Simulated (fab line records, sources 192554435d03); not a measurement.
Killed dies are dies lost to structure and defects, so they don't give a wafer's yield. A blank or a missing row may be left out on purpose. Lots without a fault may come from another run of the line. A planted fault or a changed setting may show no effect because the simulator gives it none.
A struck lot beside a sound one | flow n5_finfet | 37 steps out of a route of 1938
Sound: wafers L326.2, L326.3, L326.5. Struck: wafer L327.3. (L327.1, L327.6 of the same lot were not struck and are left out.) The cause comes at the end.
At each step with rows: each side's tool, then ch and its chambers, then its first start. Under that, the readings that differ: sound wafers | struck wafers | difference of the means | sigmas: that difference in standard deviations of wafers without a fault.
alike: readings whose means differ by less than 2 such deviations, and words and numbers that are the same on both sides. not compared: withheld readings, readings that some wafer has no value for, bounds like >300 that may hide the same value, and numbers for which the record gives no deviation and whose values overlap.
The two part at a step that has a row with sigmas, a row that says differs or no value, or rows on one side only. Numbers that don't overlap but have no deviation are shown without sigmas and don't part them. A reading that every wafer of one side lacks parts them only if that side has two wafers or more.

first, 9 steps without rows for these wafers: N5_BEOL_M7_ALD_77 (deposits TaN, target thk 2 nm, pulse time 2 s, purge time 3 s); N5_BEOL_M7_SURFACE_TREAT_79; N5_BEOL_M7_CVD_78 (deposits Co from CCTBA/H2, target thk 2 nm, time 142.3 s); N5_BEOL_M7_SPUTTER_48 (material Cu, target thk 10 nm, time 1.667 s); N5_BEOL_M7_ECD_50 (material Cu, target thk 300 nm); N5_BEOL_M7_ANNEAL_51 (time 90 s); N5_BEOL_M7_CMP_52 (polishes, stops on SiCOH lowk, t overpolish 6.9 s, target thk 80 nm); N5_BEOL_M7_PRE_CLEAN_55 (time 15 s); N5_BEOL_M7_DEP_56 (deposits SiCN from 3MS/NH3, target thk 10 nm, time 17.5 s).
N5_BEOL_M8_ILD_DEP_00: deposits SiCOH lowk from DEMS/porogen, target thk 179.75 nm, time 33.4 s.
  sound on pecvd-01 ch 0,2, day 13 01:45; struck on pecvd-01 ch 2, day 13 05:27
  reading                                            | sound           | struck | difference | sigmas
  model.SiCOH_lowk_of_BEOL_M8_ILD_DEP_00.thk_nm (nm) | 181 179.6 181.4 | 171.8  | -8.9       |
  alike: heater_power_w, showerhead_plenum_p_Torr, throttle_valve_pct
then, 1 step without rows for these wafers: N5_BEOL_M8_CURE_74 (cures SiCOH lowk, time 240 s).
N5_BEOL_M8_THK_MEAS_01:
  sound on film_metro-01, day 13 02:20; struck on film_metro-02, day 13 06:02
  reading         | sound             | struck | difference | sigmas
  M8_ILD_THK (nm) | 155.9 154.8 156.5 | 148.1  | -7.6       | -4
then, 23 steps without rows for these wafers: N5_BEOL_M8_PECVD_70 (deposits SiO2 from TEOS/O2, target thk 20 nm, time 22.7 s); N5_BEOL_M8_HM_DEP_02 (deposits TiN, target thk 20 nm); N5_BEOL_M8_COAT_59 (time 60 s, resist thk 100 nm); N5_BEOL_M8_COAT_60 (time 60 s, resist thk 35 nm); N5_BEOL_M8_COAT_05 (resist thk 90 nm); N5_BEOL_M8_EBR_07; N5_BEOL_M8_SOFTBAKE_06 (time 60 s); N5_BEOL_M8_EXPOSE_08 (exposes mask M8); N5_BEOL_M8_PEB_09 (peb time 60 s); N5_BEOL_M8_DEVELOP_10 (develop time 30 s); N5_BEOL_M8_DESCUM_16 (chemistry O2, time 7.9 s); N5_BEOL_M8_ETCH_61 (etches SiARC in CF4, target depth 45.5 nm, time 75.8 s); N5_BEOL_M8_ETCH_62 (etches SOC in N2/H2, target depth 110 nm, overetch 22 nm, time 165 s); N5_BEOL_M8_STRIP_68 (strips in N2/H2); N5_BEOL_M8_STRIP_67 (strips in CF4); N5_BEOL_M8_HM_OPEN_17 (chemistry Cl2/BCl3, target TiN, target depth 20 nm, overetch 6 nm); N5_BEOL_M8_STRIP_19 (strips in O2); N5_BEOL_M8_COAT_63 (time 60 s, resist thk 60 nm); N5_BEOL_M8_COAT_64 (time 60 s, resist thk 12 nm); N5_BEOL_M8_COAT_71 (time 60 s, resist thk 5 nm); N5_BEOL_M8_COAT_22 (resist thk 30 nm); N5_BEOL_M8_EBR_24; N5_BEOL_M8_SOFTBAKE_23 (time 60 s).
N5_BEOL_M8_CMP_52: polishes, stops on SiCOH lowk, t overpolish 6.9 s, target thk 80 nm.
  sound on cmp-03 ch 1,2, day 13 11:34; struck on cmp-01 ch 2, day 13 13:35
  reading                                            | sound           | struck | difference | sigmas
  model.SiCOH_lowk_of_BEOL_M8_ILD_DEP_00.thk_nm (nm) | 153 151.8 153.4 | 145    | -8         |
  alike: clearing_platen_down_force_psi, motor_current_A, retaining_ring_pressure_frac, slurry_flow_ml_min
N5_PASSIVATION_PROBE_49:
  the record has rows for the sound wafers here (prober-01, day 16 12:05) and none for the struck ones

WHERE THEY PART
First at N5_BEOL_M8_THK_MEAS_01; last, within this record, at N5_PASSIVATION_PROBE_49.

WHY: what the simulator had put in
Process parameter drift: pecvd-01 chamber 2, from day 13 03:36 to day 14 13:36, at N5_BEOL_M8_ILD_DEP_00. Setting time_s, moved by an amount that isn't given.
